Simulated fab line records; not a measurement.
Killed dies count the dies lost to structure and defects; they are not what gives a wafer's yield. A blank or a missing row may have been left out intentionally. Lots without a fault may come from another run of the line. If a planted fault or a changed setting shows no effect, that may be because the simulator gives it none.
Which tool is to blame? | flow nand-harc | 33 wafers from 11 lots sampled at 5 of the route's 1159 steps

WHAT THE GAUGES SHOWED, per wafer
NHARC_END_SORT_01. Usual: killed-at-array 26, standard deviation 11; killed-at-other 0.6, standard deviation 1; killed-at-periphery 3.1, standard deviation 2.1; killed-dies 30, standard deviation 11; killed-open 3.4, standard deviation 1.8; killed-short 2.1, standard deviation 1.5.
lot  | measured     | on        | killed-at-array | killed-at-other | killed-at-periphery | killed-dies | killed-open | killed-short | flag
L879 | day 23 11:49 | prober-01 | 14 16 15        | 0 0 2           | 0 1 0               | 14 17 17    | 4 1 1       | 2 1 4        |
L882 | day 23 12:42 | prober-02 | 668 670 672     | 6 1 2           | 3 6 3               | 677 677 677 | 4 1 5       | 2 3 3        | OFF
L885 | day 24 10:36 | prober-01 | 674 670 674     | 1 0 0           | 2 7 3               | 677 677 677 | 7 3 3       | 4 5 0        | OFF

TOOL THAT RAN EACH LOT (tool first, then ch and the chambers of the sampled wafers, then the start)
lot  | NHARC_A_STAIRCASE_TRIM_191                    | NHARC_A_STAIRCASE_TRIM_193                    | NHARC_A_STAIRCASE_ETCH_194         | NHARC_A_STAIRCASE_ETCH_201
L865 | rie-diel-09 ch 1,2,3, day 11 09:19 or earlier | rie-diel-09 ch 0,2,3, day 11 09:19 or earlier | rie-diel-09 ch 0,1,3, day 11 09:19 | rie-diel-07 ch 0,2,3, no start
L866 | rie-diel-09 ch 0,2,3, day 11 12:33 or earlier | rie-diel-09 ch 1,2,3, day 11 12:33 or earlier | rie-diel-09 ch 0,2,3, day 11 12:33 | rie-diel-06 ch 1,2,3, no start
L868 | rie-diel-07 ch 0,2,3, day 11 15:50 or earlier | rie-diel-07 ch 0,3, day 11 15:50 or earlier   | rie-diel-07 ch 0,1, day 11 15:50   | rie-diel-07 ch 0,3, no start
L871 | rie-diel-09 ch 1,2,3, day 12 02:11 or earlier | rie-diel-09 ch 0,2, day 12 02:11 or earlier   | rie-diel-09 ch 1,2,3, day 12 02:11 | rie-diel-07 ch 0,2, no start
L872 | rie-diel-07 ch 1,2,3, day 12 17:36 or earlier | rie-diel-07 ch 0,1,2, day 12 17:36 or earlier | rie-diel-07 ch 0,2,3, day 12 17:36 | rie-diel-07 ch 1,2,3, no start
L874 | rie-diel-09 ch 0,1,2, day 12 18:02 or earlier | rie-diel-09 ch 0,1, day 12 18:02 or earlier   | rie-diel-09 ch 1,2, day 12 18:02   | rie-diel-06 ch 2,3, no start
L873 | rie-diel-09 ch 1,3, day 13 01:23 or earlier   | rie-diel-09 ch 0,3, day 13 01:23 or earlier   | rie-diel-09 ch 0,1,3, day 13 01:23 | rie-diel-07 ch 2,3, no start
L876 | rie-diel-07 ch 2,3, day 13 13:15 or earlier   | rie-diel-07 ch 0,3, day 13 13:15 or earlier   | rie-diel-07 ch 0,1,2, day 13 13:15 | rie-diel-07 ch 0,2, no start
L879 | rie-diel-07 ch 0,1, day 15 08:33 or earlier   | rie-diel-07 ch 1,3, day 15 08:33 or earlier   | rie-diel-07 ch 1,3, day 15 08:33   | rie-diel-07 ch 0,3, day 23 11:49 or earlier
L882 | rie-diel-09 ch 0,3, day 15 11:47 or earlier   | rie-diel-09 ch 0,2,3, day 15 11:47 or earlier | rie-diel-09 ch 0,1,2, day 15 11:47 | rie-diel-06 ch 1,2, day 23 12:42 or earlier
L885 | rie-diel-09 ch 1,2,3, day 15 22:37 or earlier | rie-diel-09 ch 1,2,3, day 15 22:37 or earlier | rie-diel-09 ch 1,2,3, day 15 22:37 | rie-diel-09 ch 1,2,3, day 24 10:36 or earlier
- NHARC_A_STAIRCASE_TRIM_191: chemistry O2, time 211.2 s.
- NHARC_A_STAIRCASE_TRIM_193: chemistry O2, time 211.2 s.
- NHARC_A_STAIRCASE_ETCH_194: etches the open film in C4F8/O2, target depth 100 nm, time 40.5 s.
- NHARC_A_STAIRCASE_ETCH_201: etches the open film in C4F8/O2, target depth 100 nm, time 40.5 s.

WHAT THE TOOLS THEMSELVES READ (means of the sampled wafers that have a number; where no wafer has one, the mark that the record gives instead)
NHARC_A_STAIRCASE_TRIM_191. Usual: chamber-pressure-mTorr 59.99 mTorr, standard deviation 0.053; drypump-motor-current-A 5.9 A, standard deviation 0.54; oes-product-au 1.004 a.u., standard deviation 0.0082; rf-vpp-V 57.8 V, standard deviation 0.8; showerhead-plenum-p-Torr 3.52 Torr, standard deviation 0.11; throttle-valve-pct 17.036 %, standard deviation 0.0096.
lot  | tool        | chamber-pressure-mTorr (mTorr) | drypump-motor-current-A (A) | oes-product-au (a.u.) | rf-vpp-V (V) | showerhead-plenum-p-Torr (Torr) | throttle-valve-pct (%) | flag
L865 | rie-diel-09 | 60.03                          | 6.1                         | 0.996                 | 57.7         | 3.60                            | 17.044                 |
L866 | rie-diel-09 | 59.96                          | 5.8                         | 1.003                 | 58.1         | 3.57                            | 17.037                 |
L868 | rie-diel-07 | 59.98                          | 6.2                         | 0.998                 | 58.5         | 3.56                            | 17.044                 |
L871 | rie-diel-09 | 59.99                          | 6.1                         | 1.001                 | 57.4         | 3.59                            | 17.040                 |
L872 | rie-diel-07 | 60.00                          | 6.0                         | 1.007                 | 58.1         | 3.53                            | 17.025                 |
L874 | rie-diel-09 | 60.00                          | 5.6                         | 1.003                 | 57.6         | 3.57                            | 17.039                 |
L873 | rie-diel-09 | 60.01                          | 6.2                         | 0.995                 | 58.1         | 3.59                            | 17.039                 |
L876 | rie-diel-07 | 60.02                          | 5.9                         | 1.010                 | 58.1         | 3.64                            | 17.044                 |
L879 | rie-diel-07 | 59.98                          | 6.3                         | 1.011                 | 57.0         | 3.36                            | 17.044                 |
L882 | rie-diel-09 | 60.01                          | 5.3                         | 1.011                 | 58.4         | 3.52                            | 17.040                 |
L885 | rie-diel-09 | 60.01                          | 6.1                         | 0.996                 | 57.9         | 3.58                            | 17.032                 |

NHARC_A_STAIRCASE_TRIM_193. Usual: chamber-pressure-mTorr 60.00 mTorr, standard deviation 0.057; drypump-motor-current-A 6.0 A, standard deviation 0.5; oes-product-au 1.005 a.u., standard deviation 0.0082; rf-vpp-V 57.8 V, standard deviation 0.92; showerhead-plenum-p-Torr 3.52 Torr, standard deviation 0.11; throttle-valve-pct 17.035 %, standard deviation 0.0099.
lot  | tool        | chamber-pressure-mTorr (mTorr) | drypump-motor-current-A (A) | oes-product-au (a.u.) | rf-vpp-V (V) | showerhead-plenum-p-Torr (Torr) | throttle-valve-pct (%) | flag
L865 | rie-diel-09 | 59.98                          | 5.8                         | 1.005                 | 58.4         | 3.57                            | 17.032                 |
L866 | rie-diel-09 | 59.96                          | 6.1                         | 1.004                 | 58.6         | 3.59                            | 17.037                 |
L868 | rie-diel-07 | 60.06                          | 6.5                         | 1.006                 | 57.0         | 3.47                            | 17.036                 |
L871 | rie-diel-09 | 60.02                          | 5.8                         | 1.007                 | 57.4         | 3.57                            | 17.029                 |
L872 | rie-diel-07 | 60.00                          | 6.0                         | 1.012                 | 56.9         | 3.46                            | 17.033                 |
L874 | rie-diel-09 | 59.92                          | 5.5                         | 1.000                 | 58.7         | 3.56                            | 17.040                 |
L873 | rie-diel-09 | 59.95                          | 5.9                         | 1.003                 | 58.4         | 3.56                            | 17.038                 |
L876 | rie-diel-07 | 60.01                          | 6.5                         | 1.011                 | 58.3         | 3.46                            | 17.038                 |
L879 | rie-diel-07 | 60.01                          | 6.2                         | 1.013                 | 57.6         | 3.50                            | 17.033                 |
L882 | rie-diel-09 | 59.99                          | 5.8                         | 1.006                 | 58.0         | 3.55                            | 17.037                 |
L885 | rie-diel-09 | 60.00                          | 6.1                         | 1.002                 | 58.3         | 3.58                            | 17.031                 |

NHARC_A_STAIRCASE_ETCH_194. Usual: bias-w 1000 W, standard deviation 3.1; chamber-pressure-mTorr 24.999 mTorr, standard deviation 0.024; oes-product-au 0.944 a.u., standard deviation 0.0087; rf-vpp-V 895 V, standard deviation 4.2.
lot  | tool        | bias-w (W) | chamber-pressure-mTorr (mTorr) | oes-product-au (a.u.) | rf-vpp-V (V) | flag
L865 | rie-diel-09 | 1002       | 25.028                         | 0.940                 | 898          |
L866 | rie-diel-09 | 1003       | 25.002                         | 0.948                 | 897          |
L868 | rie-diel-07 | 1001       | 24.980                         | 0.959                 | 889          |
L871 | rie-diel-09 | 1003       | 25.012                         | 0.944                 | 898          |
L872 | rie-diel-07 | 999        | 24.988                         | 0.948                 | 897          |
L874 | rie-diel-09 | 1001       | 24.974                         | 0.942                 | 899          |
L873 | rie-diel-09 | 1001       | 25.001                         | 0.937                 | 897          |
L876 | rie-diel-07 | 997        | 24.986                         | 0.944                 | 894          |
L879 | rie-diel-07 | 1002       | 24.983                         | 0.943                 | 892          |
L882 | rie-diel-09 | 1001       | 24.997                         | 1.163                 | 896          | OFF
L885 | rie-diel-09 | 998        | 25.005                         | 1.165                 | 897          | OFF

NHARC_A_STAIRCASE_ETCH_201. Usual: bias-w 1000 W, standard deviation 3.1; chamber-pressure-mTorr 24.998 mTorr, standard deviation 0.021; oes-product-au 0.946 a.u., standard deviation 0.012; rf-vpp-V 896 V, standard deviation 4.3.
lot  | tool        | bias-w (W) | chamber-pressure-mTorr (mTorr) | oes-product-au (a.u.) | rf-vpp-V (V) | flag
L865 | rie-diel-07 | 998        | 25.002                         | 0.954                 | 897          |
L866 | rie-diel-06 | 998        | 25.003                         | 0.956                 | 897          |
L868 | rie-diel-07 | 998        | 24.988                         | 0.942                 | 896          |
L871 | rie-diel-07 | 1002       | 24.989                         | 0.935                 | 898          |
L872 | rie-diel-07 | 1000       | 25.011                         | 0.960                 | 896          |
L874 | rie-diel-06 | 998        | 25.005                         | 0.947                 | 899          |
L873 | rie-diel-07 | 1003       | 25.022                         | 0.941                 | 900          |
L876 | rie-diel-07 | 997        | 24.988                         | 0.954                 | 895          |
L879 | rie-diel-07 | 1001       | 25.003                         | 0.949                 | 896          |
L882 | rie-diel-06 | 997        | 24.988                         | 0.921                 | 893          |
L885 | rie-diel-09 | 1001       | 25.008                         | 0.931                 | 899          |

THE ANSWER, worked out from the rows above alone
Rule: take the mean of a lot's wafers that have a number; if it is more than 3 standard deviations from the usual mean, the lot is off. A lot without any number at a reading at which 4 lots or more have one is off too. The other lots that the step has rows for count as sound. The gauges are gone through in route order, then the tools' own readings, and for those a lot's mean is taken as printed above. At the first step where some lot is off, the reading lying furthest off is the one used; lots without a number count as furthest.
Off, at NHARC_END_SORT_01 on killed-dies: L882, L885. Neither off nor sound, because the step has no rows for them: L865, L866, L868, L871, L872, L874, L873, L876.
If a tool, at a process step before that reading, ran all the lots that are off and no sound lot after the first of them, it fits. The gauges at NHARC_END_SORT_01 aren't tried: what is off there is off at NHARC_A_STAIRCASE_ETCH_194 too, on other tools, and a gauge's error can't cause that. NHARC_A_STAIRCASE_TRIM_191: start missing for some lots; hours and lot order therefore follow NHARC_A_STAIRCASE_ETCH_194. NHARC_A_STAIRCASE_TRIM_193: start missing for some lots; hours and lot order therefore follow NHARC_A_STAIRCASE_ETCH_194. NHARC_A_STAIRCASE_ETCH_201: start missing for some lots; hours and lot order therefore follow NHARC_END_SORT_01. One candidate fits, namely rie-diel-09 at NHARC_A_STAIRCASE_TRIM_191 and NHARC_A_STAIRCASE_TRIM_193 and NHARC_A_STAIRCASE_ETCH_194. It ran no sound lot before its first lot that is off in this sample, so the start can't be narrowed down.

WHAT HAD BEEN PUT IN BY THE SIMULATOR
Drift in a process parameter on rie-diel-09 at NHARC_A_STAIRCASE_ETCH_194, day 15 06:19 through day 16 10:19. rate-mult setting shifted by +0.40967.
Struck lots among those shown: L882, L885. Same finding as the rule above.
